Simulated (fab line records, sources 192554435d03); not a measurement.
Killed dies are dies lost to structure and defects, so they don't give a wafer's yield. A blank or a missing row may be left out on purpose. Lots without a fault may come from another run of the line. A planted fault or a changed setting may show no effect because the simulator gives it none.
One fault seen from 2 desks | flow n5_finfet | each desk has only its own numbers; what lay behind them comes last

THE TOOL OWNER'S DESK: litho_track-03
The tool's own readings at N5_BEOL_M11_COAT_63 (time 60 s, resist thk 100 nm): means of the sampled wafers that have a number, for each lot that ran on this tool. A lot is out of limits, marked OUT, if its mean lies more than 4 standard deviations from the usual mean; the brackets give that distance.
Columns: A = heater_power_total_W at N5_BEOL_M11_COAT_63, usual 500.6 W; B = plate_temp_C at N5_BEOL_M11_COAT_63, usual 249.98 C
lot  | first seen here | A               | B
L199 | day 10 09:07    | 499.7           | 250.03
L201 | day 11 10:09    | 499.9           | 249.78
L203 | day 12 10:02    | 500.3           | 250.00
L214 | day 14 17:28    | 523.0 (+12) OUT | 258.97 (+47) OUT
L216 | day 15 12:38    | 521.9 (+12) OUT | 259.06 (+48) OUT
This desk's finding: out of limits on L214, L216; first on L214, day 14 17:28 (heater_power_total_W at N5_BEOL_M11_COAT_63). In limits: L199, L201, L203.

THE DEFECT DESK
What the inspections along the route counted, lot by lot: means of the sampled wafers that have a number. A lot is out of limits, marked OUT, if its mean lies more than 4 standard deviations from the usual mean; the brackets give that distance.
Columns: A = raw_defect_count at N5_BEOL_M10_INSPECT_58, usual 74
lot  | first seen here | A
L197 | day 10 00:25    | 39
L199 | day 10 05:43    | 75
L201 | day 11 07:28    | 93
L203 | day 12 04:10    | 78
L206 | day 12 07:02    | 51
L207 | day 13 03:46    | 54
L211 | day 13 15:49    | 72
L210 | day 13 23:03    | 65
L214 | day 14 14:22    | 60
L216 | day 15 08:43    | 78
L220 | day 15 20:26    | 69
This desk's finding: nothing out of limits on any of the 11 lots.

PUT TOGETHER
The tool owner's desk could have raised an alarm at day 14 17:28, on L214, L216.
The defect desk saw nothing out of limits.
The defect desk has L214, L216 on record, within its limits.
Of the lots named, all ran N5_BEOL_M11_COAT_63 on litho_track-03.

WHAT THE SIMULATOR HAD PUT IN
Process parameter drift: litho_track-03, from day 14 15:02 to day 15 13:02, at N5_BEOL_M11_COAT_63. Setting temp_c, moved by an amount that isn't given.
Lots struck among those shown: L214, L216.
Hours from the fault's start to each desk's first reading out of limits: the tool owner's desk, 2.
